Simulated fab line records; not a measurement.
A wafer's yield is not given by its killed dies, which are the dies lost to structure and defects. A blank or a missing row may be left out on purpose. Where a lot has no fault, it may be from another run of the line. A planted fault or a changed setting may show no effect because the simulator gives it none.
Split-lot experiment    flow n5_finfet    7 lots, 39 wafers read, on a route of 1938 steps

## SPLIT DETAILS
At N5_MOL_CONTACT_COAG_ALD_133 (deposits SiO2, target thk 5 nm, pulse time 1 s, co reactant pulse time 1 s), the setting ald_cycles was moved away from the recipe's 35 on 12 of the 39 wafers read, by -8.6% to +17.1%. For the rest of the wafers, this setting stayed at what the recipe calls for.

The reading is taken at the split's own step.

## THE READING
SiO2_of_MOL_CONTACT_COAG_ALD_133.thk_nm (the simulator's own value, which no gauge read), in nm, at N5_MOL_CONTACT_COAG_ALD_133 (deposits SiO2, target thk 5 nm, pulse time 1 s, co reactant pulse time 1 s). The file gives no usual value for it.

wafer   tool, chamber at the split  ald_cycles as run  against the recipe  SiO2_of_MOL_CONTACT_COAG_ALD_133.thk_nm, nm  against lot-mates on the recipe
L076.1  ald_sin-02, 2,0,1           35                 recipe              5                                            -
L076.3  ald_sin-02, 2,0,1           35                 recipe              5                                            -
L076.6  ald_sin-02, 2,0,1           35                 recipe              5                                            -
L076.2  ald_sin-02, 1,3,2           41                 +17.1%              5.8                                          +0.8
L076.4  ald_sin-02, 1,3,2           41                 +17.1%              5.8                                          +0.8
L076.5  ald_sin-02, 1,3,2           41                 +17.1%              5.8                                          +0.8
L081.1  ald_sin-02, 2,1,0           35                 recipe              5                                            -
L081.3  ald_sin-02, 2,1,0           35                 recipe              5                                            -
L081.4  ald_sin-02, 2,1,0           35                 recipe              5                                            -
L081.2  ald_sin-02, 3,1,0           32                 -8.6%               4.6                                          -0.4
L081.5  ald_sin-02, 3,1,0           32                 -8.6%               4.6                                          -0.4
L081.6  ald_sin-02, 3,1,0           32                 -8.6%               4.6                                          -0.4
L083.1  ald_sin-03, 2,3,0,1,0,3     35                 recipe              5                                            -
L083.2  ald_sin-03, 2,3,0,1,0,3     35                 recipe              5                                            -
L083.3  ald_sin-03, 2,3,0,1,0,3     35                 recipe              5                                            -
L083.4  ald_sin-03, 2,3,0,1,0,3     35                 recipe              5                                            -
L083.5  ald_sin-03, 2,3,0,1,0,3     35                 recipe              5                                            -
L083.6  ald_sin-03, 2,3,0,1,0,3     35                 recipe              5                                            -
L085.1  ald_sin-03, 0,3,3           35                 recipe              5                                            -
L085.4  ald_sin-03, 0,3,3           35                 recipe              5                                            -
L085.6  ald_sin-03, 0,3,3           35                 recipe              5                                            -
L085.2  ald_sin-03, 1,2,0           38                 +8.6%               5.4                                          +0.4
L085.3  ald_sin-03, 1,2,0           38                 +8.6%               5.4                                          +0.4
L085.5  ald_sin-03, 1,2,0           38                 +8.6%               5.4                                          +0.4
L088.1  ald_sin-03, 3,1,2           35                 recipe              5                                            -
L088.4  ald_sin-03, 3,1,2           35                 recipe              5                                            -
L088.6  ald_sin-03, 3,1,2           35                 recipe              5                                            -
L090.1  ald_sin-04, 0,3,3           32                 -8.6%               4.6                                          -0.4
L090.3  ald_sin-04, 0,3,3           32                 -8.6%               4.6                                          -0.4
L090.6  ald_sin-04, 0,3,3           32                 -8.6%               4.6                                          -0.4
L090.2  ald_sin-04, 2,0,2           35                 recipe              5                                            -
L090.4  ald_sin-04, 2,0,2           35                 recipe              5                                            -
L090.5  ald_sin-04, 2,0,2           35                 recipe              5                                            -
L096.1  ald_sin-03, 3,1,2,0,0,1     35                 recipe              5                                            -
L096.2  ald_sin-03, 3,1,2,0,0,1     35                 recipe              5                                            -
L096.3  ald_sin-03, 3,1,2,0,0,1     35                 recipe              5                                            -
L096.4  ald_sin-03, 3,1,2,0,0,1     35                 recipe              5                                            -
L096.5  ald_sin-03, 3,1,2,0,0,1     35                 recipe              5                                            -
L096.6  ald_sin-03, 3,1,2,0,0,1     35                 recipe              5                                            -
When a row names more than one chamber, that row covers several wafers, and the file does not tell which wafer ran in which chamber.

FIT RESULTS
A straight line over all 39 wafers: SiO2_of_MOL_CONTACT_COAG_ALD_133.thk_nm changes by +0.0467 nm for each +1% of ald_cycles; r = +1.00; the points scatter about the line by 0 nm.
The same after taking each lot's own level away (the mean of its wafers on the recipe; 39 wafers): +0.0467 nm for each +1%; r = +1.00; scatter 0 nm.
The reading moves by 0.8 nm for the largest change in ald_cycles, on that fit.
The lots' own levels span 5.00 to 5.00 nm.
Consequently the slope shifts little with the lot-to-lot level, the two slopes agreeing.
Check: with one of the wafers moved furthest among these (+17.1%) left out of the fit, the line predicts +0.8 nm for it against its lot-mates. It came out at +0.8 nm against them.

## THE FILE'S OWN FIT
SiO2_of_MOL_CONTACT_COAG_ALD_133.thk_nm changes by +0.0467 nm for each +1% of ald_cycles, r = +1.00.
